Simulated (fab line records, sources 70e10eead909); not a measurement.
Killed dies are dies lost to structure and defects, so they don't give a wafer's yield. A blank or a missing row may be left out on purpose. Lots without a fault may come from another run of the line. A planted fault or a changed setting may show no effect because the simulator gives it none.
A struck lot beside a sound one | flow nand_harc | 14 steps out of a route of 1302
Sound: wafers L283.1, L283.2, L283.3. Struck: wafer L295.2. (L295.3, L295.4 of the same lot were not struck and are left out.) The cause comes at the end.
At each step with rows: each side's tool, then ch and its chambers, then its first start. Under that, the readings that differ: sound wafers | struck wafers | difference of the means | sigmas: that difference in standard deviations of wafers without a fault.
alike: readings whose means differ by less than 2 such deviations, and words and numbers that are the same on both sides. not compared: withheld readings, readings that some wafer has no value for, bounds like >300 that may hide the same value, and numbers for which the record gives no deviation and whose values overlap.
The two part at a step that has a row with sigmas, a row that says differs or no value, or rows on one side only. Numbers that don't overlap but have no deviation are shown without sigmas and don't part them. A reading that every wafer of one side lacks parts them only if that side has two wafers or more.

first, 8 steps without rows for these wafers: NHARC_A_BLC_COAT_02 (time 75 s); NHARC_A_BLC_COAT_03 (time 65 s); NHARC_A_BLC_COAT_04 (resist thk 90 nm); NHARC_A_BLC_SOFTBAKE_05 (time 55 s); NHARC_A_BLC_EBR_06; NHARC_A_BLC_EXPOSE_07 (exposes mask A BLC, target cd 100 nm); NHARC_A_BLC_PEB_08 (peb time 65 s); NHARC_A_BLC_DEVELOP_09 (develop time 35 s).
NHARC_A_BLC_CD_MEAS_10: target cd 100 nm.
  sound on cd_sem-01 ch 0, day 23 03:49; struck on cd_sem-02 ch 0, day 28 14:10
  alike: cd_nm
NHARC_A_BLC_OVL_MEAS_11:
  sound on overlay-02, day 23 03:54; struck on overlay-01, day 28 14:16
  alike: overlay_x_nm, overlay_y_nm
NHARC_A_BLC_INSPECT_12:
  sound on defect_inspect-02, day 23 03:56; struck on defect_inspect-01, day 28 14:19
  alike: raw_defect_count
NHARC_A_BLC_DESCUM_15: chemistry O2, time 3 s.
  sound on rie_diel-07 ch 1,2,3, day 23 04:00; struck on rie_diel-05 ch 1, day 28 14:23
  reading                | sound | struck | difference | sigmas
  rf_hours_counter_h (h) | 2 2 2 | 6      | +4         |
  alike: drypump_motor_current_A, oes_product_au, rf_vpp_V, showerhead_plenum_p_Torr, throttle_valve_pct
NHARC_A_BLC_ETCH_16: etches the open film in CF4, target depth 39 nm, time 65 s.
  sound on rie_diel-07 ch 0,1,3, day 23 04:05; struck on rie_diel-05 ch 0, day 28 14:28
  reading                         | sound                | struck | difference | sigmas
  oes_product_au (a.u.)           | 1.008 1.000 1.013    | 0.977  | -0.030     | -3
  rf_hours_counter_h (h)          | 2 2 2                | 6      | +4         |
  run_length_s (s)                | 86.4 86.9 86.1       | 72.3   | -14.2      | -35
  showerhead_plenum_p_Torr (Torr) | 1.67 1.65 1.77       | 1.84   | +0.14      | +2
  throttle_valve_pct (%)          | 13.289 13.266 13.282 | 13.311 | +0.032     | +3
  alike: drypump_motor_current_A, rf_vpp_V
  not compared: rf_fwd_power_W
NHARC_A_BLC_ETCH_17: etches the open film in N2/H2, target depth 390 nm, time 609.38 s.
  sound on rie_diel-07 ch 0,1,3; struck on rie_diel-05 ch 1
  reading                | sound                | struck | difference | sigmas
  rf_hours_counter_h (h) | 2 2 2                | 7      | +5         |
  throttle_valve_pct (%) | 14.152 14.159 14.170 | 14.183 | +0.023     | +2
  alike: drypump_motor_current_A, oes_product_au, rf_fwd_power_W, rf_vpp_V, run_length_s, showerhead_plenum_p_Torr

WHERE THEY PART
First at NHARC_A_BLC_ETCH_16; last, within this record, at NHARC_A_BLC_ETCH_17.

WHY: what the simulator had put in
Process parameter drift: rie_diel-05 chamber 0, from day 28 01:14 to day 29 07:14, at NHARC_A_BLC_ETCH_16. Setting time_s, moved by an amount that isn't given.
